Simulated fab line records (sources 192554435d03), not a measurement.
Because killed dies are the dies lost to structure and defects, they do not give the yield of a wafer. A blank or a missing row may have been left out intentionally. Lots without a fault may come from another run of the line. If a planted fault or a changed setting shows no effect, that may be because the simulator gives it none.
Chamber matching + flow n5_finfet + N5_BEOL_M15_ILD_DEP_00 on pecvd-01: 3 sister chambers
The step deposits SiO2 from TEOS/O2, target thk 1629.3 nm, time 346.1 s. 6 wafers are shown with their chamber, then 10 later ones without.

WAFERS, EACH WITH ITS CHAMBER
| wafer  | chamber | throttle_valve_pct (%) | heater_power_w (W) |
|--------|---------|------------------------|--------------------|
| L079.5 | 0       | 17.4                   | 631                |
| L087.1 | 0       | 17.2                   | 754                |
| L087.3 | 1       | 19.4                   | 385                |
| L087.6 | 2       | 17.8                   | 635                |
| L088.1 | 1       | 19.1                   | 394                |
| L088.5 | 2       | 17.6                   | 509                |

WAFERS WHOSE CHAMBER IS MISSING
| wafer  | throttle_valve_pct (%) | heater_power_w (W) |
|--------|------------------------|--------------------|
| L088.6 | 19.2                   | 312                |
| L090.2 | 17.8                   | 674                |
| L090.5 | 17.2                   | 638                |
| L090.6 | 19.6                   | 314                |
| L095.4 | 19.5                   | 399                |
| L095.5 | 17.3                   | 819                |
| L095.6 | 17.6                   | 517                |
| L097.1 | 17.8                   | 572                |
| L097.3 | 17.2                   | 724                |
| L097.4 | 19.3                   | 310                |

CHAMBER TAKEN BY EACH
| wafer  | from the rows above     | in truth |
|--------|-------------------------|----------|
| L088.6 | 1                       | 1        |
| L090.2 | can't be placed: 2 or 0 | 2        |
| L090.5 | 0                       | 0        |
| L090.6 | 1                       | 1        |
| L095.4 | 1                       | 1        |
| L095.5 | 0                       | 0        |
| L095.6 | 2                       | 2        |
| L097.1 | 2                       | 2        |
| L097.3 | 0                       | 0        |
| L097.4 | 1                       | 1        |
Placed correctly: 9 of 10. Can't be placed from these rows: 1 (the true chamber is among the candidates in 1). Number placed wrongly: 0.
How it was worked out, from the rows above alone: a wafer's distance from a chamber is the root of the sum, over the readings, of the square of ((its reading less the chamber's mean) divided by the reading's scatter). If the next closest chamber is less than 2 further off than the closest, the wafer can't be placed; otherwise it belongs to the closest. Each chamber's mean is taken over the wafers shown for it. The scatter is the square root of a quotient: the sum, over the shown wafers, of each reading's squared deviation from its chamber's mean, divided by wafers minus chambers.
